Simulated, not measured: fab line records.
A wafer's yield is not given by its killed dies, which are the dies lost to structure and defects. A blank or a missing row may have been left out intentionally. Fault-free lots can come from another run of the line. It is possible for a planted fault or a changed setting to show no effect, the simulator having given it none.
Chamber matching    flow n5_finfet    4 sister chambers for N5_BEOL_M3_ALD_84 on ald_metal-02
The step deposits TaN, pulse time 2 s, purge time 3 s, co reactant purge time 2 s. 14 wafers are shown with their chamber, then 7 later ones without.

WAFERS PAIRED WITH THEIR CHAMBERS
wafer   chamber  heater_power_w (W)
L075.2  3        419
L075.3  1        445
L075.4  2        439
L077.2  2        447
L077.4  0        423
L077.5  1        445
L078.1  2        457
L078.2  1        456
L078.4  3        421
L081.2  2        453
L081.3  3        430
L081.5  2        460
L083.1  0        432
L083.2  1        444

SIGNATURES (averages over the wafers above)
reading         chamber 0  chamber 1  chamber 2  chamber 3  scatter within a chamber
heater_power_w  427.50     447.50     451.20     423.33     6.98
Rule: a wafer's distance from a chamber is the root of the sum, over the readings, of the square of ((its reading less the chamber's mean) divided by the reading's scatter). If the next closest chamber is less than 2 further off than the closest, the wafer can't be placed; otherwise it belongs to the closest. The scatter is the square root of a quotient: the sum, over the shown wafers, of each reading's squared deviation from its chamber's mean, divided by wafers minus chambers.

WAFERS WITHOUT THEIR CHAMBER
wafer   heater_power_w (W)
L083.5  453
L087.3  445
L087.4  431
L087.6  455
L096.1  450
L096.2  423
L096.6  452

WHICH CHAMBER EACH ONE RAN IN
wafer   from the rows above           in truth
L083.5  can't be placed: 2 or 1       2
L087.3  can't be placed: 1 or 2       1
L087.4  can't be placed: 0 or 3 or 1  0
L087.6  can't be placed: 2 or 1       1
L096.1  can't be placed: 2 or 1       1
L096.2  can't be placed: 3 or 0       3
L096.6  can't be placed: 2 or 1       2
Correct placement for 0 of the 7. Not placeable from these rows: 7 (in 7, the candidates include the true chamber). Placed wrongly: 0.
